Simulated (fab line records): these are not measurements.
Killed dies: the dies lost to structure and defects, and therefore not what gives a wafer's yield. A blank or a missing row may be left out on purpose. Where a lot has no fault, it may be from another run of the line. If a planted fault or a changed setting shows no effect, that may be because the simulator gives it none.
A single fault, viewed from 2 desks    flow n5Finfet    what lay behind the numbers comes last; until then each desk has only its own

DESK OF THE TOOL OWNER: lithoTrack-05
The tool's own readings at N5_BEOL_M5_COAT_60 (time 60 s, resist thk 12 nm): means of the sampled wafers that have a number, for each lot that ran on this tool. A lot is out of limits, marked OUT, if its mean lies more than 4 standard deviations from the usual mean; the brackets give that distance.
Columns: A = heaterPowerTotalW at N5_BEOL_M5_COAT_60, usual 427.5 W; B = spinSpeedRpm at N5_BEOL_M5_COAT_60, usual 1500.1 rpm
lot   first seen here  A      B
L268  day 8 09:32      425.2  1498.7
L278  day 10 06:17     427.1  880.0 (-99 or more) OUT
L277  day 10 09:01     429.8  878.7 (-99 or more) OUT
L286  day 14 03:10     426.9  1499.5
L289  day 14 07:02     426.4  1501.3
This desk's finding: out of limits on L277, L278; first on L278, day 10 06:17 (spinSpeedRpm at N5_BEOL_M5_COAT_60). Within limits: L268, L286, L289.

AT THE METROLOGY DESK
What the gauges read, lot by lot, whatever tool the lot ran on: means of the sampled wafers that have a number. A lot is out of limits, marked OUT, if its mean lies more than 4 standard deviations from the usual mean; the brackets give that distance.
Columns: A = M4_THK at N5_BEOL_M4_THK_MEAS_53, usual 40.2 nm
lot   first seen here  A
L267  day 7 23:04      38.9
L268  day 8 07:26      40.4
L269  day 8 11:11      38.7
L278  day 10 03:37     40.6
L277  day 10 05:28     39.1
L282  day 11 09:22     40.2
L281  day 12 01:36     40.6
L285  day 13 06:35     40.0
L286  day 14 00:34     38.9
L289  day 14 04:10     41.5
L288  day 15 05:33     40.5
Result from this desk: across the 11 lots, nothing is out of limits.

PUT TOGETHER
On L277, L278, at day 10 06:17, an alarm was possible from the tool owner's desk.
Nothing out of limits was seen by the metrology desk.
The metrology desk has L277, L278 on record, within its limits.
Every lot named ran N5_BEOL_M5_COAT_60 on lithoTrack-05.

WHAT WAS PUT IN BY THE SIMULATOR
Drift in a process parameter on lithoTrack-05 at N5_BEOL_M5_COAT_60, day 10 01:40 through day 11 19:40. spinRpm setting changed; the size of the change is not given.
Shown lots that were struck: L277, L278.
How many hours passed from the start of the fault until each desk's first out-of-limits reading: the tool owner's desk, 5.
